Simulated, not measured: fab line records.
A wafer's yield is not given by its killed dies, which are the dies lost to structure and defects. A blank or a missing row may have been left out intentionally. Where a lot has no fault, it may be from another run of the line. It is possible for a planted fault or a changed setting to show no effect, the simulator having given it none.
Comparing a struck lot with a sound one -- flow nand harc -- 15 out of 1302 route steps
Sound: wafers L183.2, L183.3, L183.4. Wafers struck: L191.3, L191.4, L191.6. At the end, the cause is stated.
Each step with rows lists, per side, the tool, then ch with its chambers, then its first start. Under that, the readings that differ: sound wafers -- struck wafers -- difference of the means -- sigmas: that difference in standard deviations of wafers without a fault.
alike: a reading whose means differ by less than 2 such deviations, as well as words and numbers matching on both sides. not compared: withheld readings; readings where some wafer has no value; bounds like >300 that might hide an equal value; numbers whose values overlap and for which the record gives no deviation.
Wherever a step has rows on one side only, a row that says differs or no value, or a row with sigmas, the two part there. Numbers that have no deviation but don't overlap get no sigmas and don't part them. A reading that every wafer of one side lacks parts them only if that side has two wafers or more.

first, 9 steps without rows for these wafers: NHARC_P_ZERO_WELL_STRIP_15 (strips in SPM, time 900 s); NHARC_P_ZERO_WELL_DEHYDRATE_16 (time 120 s); NHARC_P_ZERO_WELL_HMDS_17 (time 30 s); NHARC_P_ZERO_WELL_COAT_18; NHARC_P_ZERO_WELL_SOFTBAKE_19 (time 95 s); NHARC_P_ZERO_WELL_EBR_20; NHARC_P_ZERO_WELL_EXPOSE_21 (exposes mask P NWELL, target cd 720 nm); NHARC_P_ZERO_WELL_PEB_22 (peb time 85 s); NHARC_P_ZERO_WELL_DEVELOP_23 (time 70 s).
NHARC_P_ZERO_WELL_CD_MEAS_24 targets a cd of 720 nm.
  sound on cd sem-02 ch 0, day 6 02:38; struck on cd sem-03 ch 0, day 9 10:28
  alike: cd nm
then, 1 step without rows for these wafers: NHARC_P_ZERO_WELL_HARDBAKE_25 (time 80 s).
NHARC_P_ZERO_WELL_DESCUM_26: chemistry O2, time 3 s.
  sound on rie diel-03 ch 0,1,3, day 6 02:48; struck on rie diel-03 ch 0,1,3, day 9 10:37
reading,sound,struck,difference,sigmas
rf vpp V (V),57.5 58.7 58.5,56.6 55.7 56.0,-2.1,-2
  alike: drypump motor current A, oes product au, showerhead plenum p Torr, throttle valve pct
  not compared: rf hours counter h
NHARC_P_ZERO_WELL_IMPLANT_27:
  sound on implanter-02 ch 0, day 6 02:59; struck on implanter-02 ch 0, day 9 11:14
  alike: dose ions cm2
then, 1 step without rows for these wafers: NHARC_P_ZERO_WELL_IMPLANT_57.
-- the record jumps here: 22 days lie between the struck wafers' starts before and after (it left off in module P_ZERO_WELL and takes up again in module END, whose first step shown is number 1302 of the route) --
NHARC_END_SORT_01:
  sound on prober-01 ch 0, day 29 03:14; struck on prober-02 ch 0, day 31 13:46
  alike: killed at array, killed at other, killed at periphery, killed dies, killed open, killed short

WHERE THEY PART
Within this record, at NHARC_P_ZERO_WELL_DESCUM_26 only. Later steps at which nothing parts them and some readings are alike: NHARC_P_ZERO_WELL_IMPLANT_27, NHARC_END_SORT_01.

WHY: the cause the simulator had injected
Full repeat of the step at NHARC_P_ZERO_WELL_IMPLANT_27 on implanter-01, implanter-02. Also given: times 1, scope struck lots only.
